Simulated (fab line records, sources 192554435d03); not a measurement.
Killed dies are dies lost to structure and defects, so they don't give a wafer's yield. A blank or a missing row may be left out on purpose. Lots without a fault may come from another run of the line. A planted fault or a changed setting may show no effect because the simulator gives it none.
Which tool did it? | flow n5_finfet | 11 lots, 31 wafers sampled, at 2 steps of a route of 1938

WHAT THE GAUGES READ, wafer by wafer
N5_PASSIVATION_OVL_MEAS_60.
lot  | measured     | on         | TV_OVL (nm)
L681 | day 12 04:42 | overlay-02 | 4 2 1
L680 | day 12 07:52 | overlay-02 | -6 -4 1
L682 | day 12 16:30 | overlay-01 | -10 -8 -2
L683 | day 12 20:32 | overlay-02 | -9 3
L684 | day 12 21:38 | overlay-01 | 2 2 0
L685 | day 13 09:56 | overlay-01 | 10 4 8
L686 | day 13 10:06 | overlay-02 | -1 3 0
L688 | day 13 22:53 | overlay-02 | -1 5 10
L696 | day 16 15:56 | overlay-01 | 6 0 4
L697 | day 17 03:32 | overlay-01 | 6 0 -1
L702 | day 18 12:52 | overlay-01 | -3 -10

WHICH TOOL RAN EACH LOT (tool, then ch and the chambers of the sampled wafers, then the start)
lot  | N5_MIM_BOT_ETCH_STRIP_01
L681 | rie_diel-05 ch 0,2,3, day 12 03:25
L680 | rie_diel-04 ch 0,1, day 12 06:25
L682 | rie_diel-03 ch 0,1, day 12 13:38
L683 | rie_diel-05 ch 0,2, day 12 19:04
L684 | rie_diel-03 ch 2,3, day 12 20:19
L685 | rie_diel-04 ch 1,3, day 13 08:44
L686 | rie_diel-05 ch 0,1, day 13 08:59
L688 | rie_diel-04 ch 1,2,3, day 13 19:31
L696 | rie_diel-05 ch 0,2,3, day 16 13:01
L697 | rie_diel-04 ch 1,2, day 16 23:23
L702 | rie_diel-03 ch 0,3, day 18 11:41
- N5_MIM_BOT_ETCH_STRIP_01: strips in O2.

THE ANSWER, worked out from the rows above alone
Rule: what is usual is taken from the lots themselves. Put in order of their means at a reading, lots are off if they are a third of the lots or fewer, leave a main group of 4 or more, and stand apart from it by a gap of 3 or more times the standard deviation of the main group's means; of several such gaps the widest counts. A main group whose means are all the same, to the digits that the tables above print for the reading, isn't used. A lot without any number at a reading at which 4 lots or more have one is off too. The other lots that the step has rows for count as sound.
No lot is off at any reading shown: from this, nothing can be told.

WHAT THE SIMULATOR HAD PUT IN
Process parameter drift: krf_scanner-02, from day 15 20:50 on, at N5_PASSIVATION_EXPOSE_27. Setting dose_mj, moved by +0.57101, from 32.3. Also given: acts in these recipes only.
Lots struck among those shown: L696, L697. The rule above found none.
